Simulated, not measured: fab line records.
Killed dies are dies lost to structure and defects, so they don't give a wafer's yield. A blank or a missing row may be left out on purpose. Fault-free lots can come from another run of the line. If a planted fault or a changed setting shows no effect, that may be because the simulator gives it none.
Matching of chambers	flow nandHarc	NHARC_A_STAIRCASE_TRIM_196 on rieDiel-05 has 4 sister chambers
The step chemistry O2, time 211.2 s. 14 wafers are shown with their chamber, then 7 later ones without.

== WAFERS PAIRED WITH THEIR CHAMBERS ==
wafer	chamber	showerheadPlenumPTorr (Torr)	throttleValvePct (%)	rfVppV (V)
L075.1	0	3.75	17.042	58.1
L075.2	2	3.55	17.027	57.2
L075.4	3	3.57	17.049	58.1
L079.1	3	3.57	17.037	56.7
L079.2	2	3.55	17.048	57.6
L079.3	0	3.75	17.037	59.7
L080.2	2	3.54	17.047	56.8
L080.5	1	3.71	17.038	59.2
L080.6	2	3.54	17.032	57.7
L083.4	2	3.54	17.029	58.3
L083.5	0	3.74	17.051	57.6
L083.6	1	3.71	17.035	57.1
L091.1	2	3.53	17.017	58.6
L091.3	1	3.70	17.043	57.9

SIGNATURES (means of the wafers above)
reading	chamber 0	chamber 1	chamber 2	chamber 3	scatter within a chamber
showerheadPlenumPTorr	3.7467	3.7067	3.5417	3.5700	0.00645
throttleValvePct	17.04333	17.03867	17.03333	17.04300	0.00967
rfVppV	58.467	58.067	57.700	57.400	0.887
Rule: distance of a wafer from a chamber = root of the sum over the readings of ((wafer's reading minus chamber's mean) / reading's scatter) squared. The wafer belongs to the nearest chamber; if the next one is less than 2 further off, it can't be placed. The scatter: take each reading less its chamber's mean, square it, sum over the shown wafers, divide by the number of wafers less the number of chambers, and take the root.

== WAFERS MISSING THEIR CHAMBER ==
wafer	showerheadPlenumPTorr (Torr)	throttleValvePct (%)	rfVppV (V)
L091.6	3.70	17.034	60.0
L095.1	3.53	17.038	58.9
L095.5	3.53	17.039	59.1
L095.6	3.55	17.038	58.6
L097.3	3.55	17.035	56.7
L097.5	3.73	17.037	57.8
L097.6	3.69	17.048	57.2

== WHICH CHAMBER EACH ONE RAN IN ==
wafer	from the rows above	in truth
L091.6	1	1
L095.1	2	2
L095.5	2	2
L095.6	can't be placed: 2 or 3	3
L097.3	can't be placed: 2 or 3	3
L097.5	can't be placed: 0 or 1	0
L097.6	1	1
4 of 7 placed correctly. Not placeable from these rows: 3 (in 3, the candidates include the true chamber). Placed wrongly: 0.
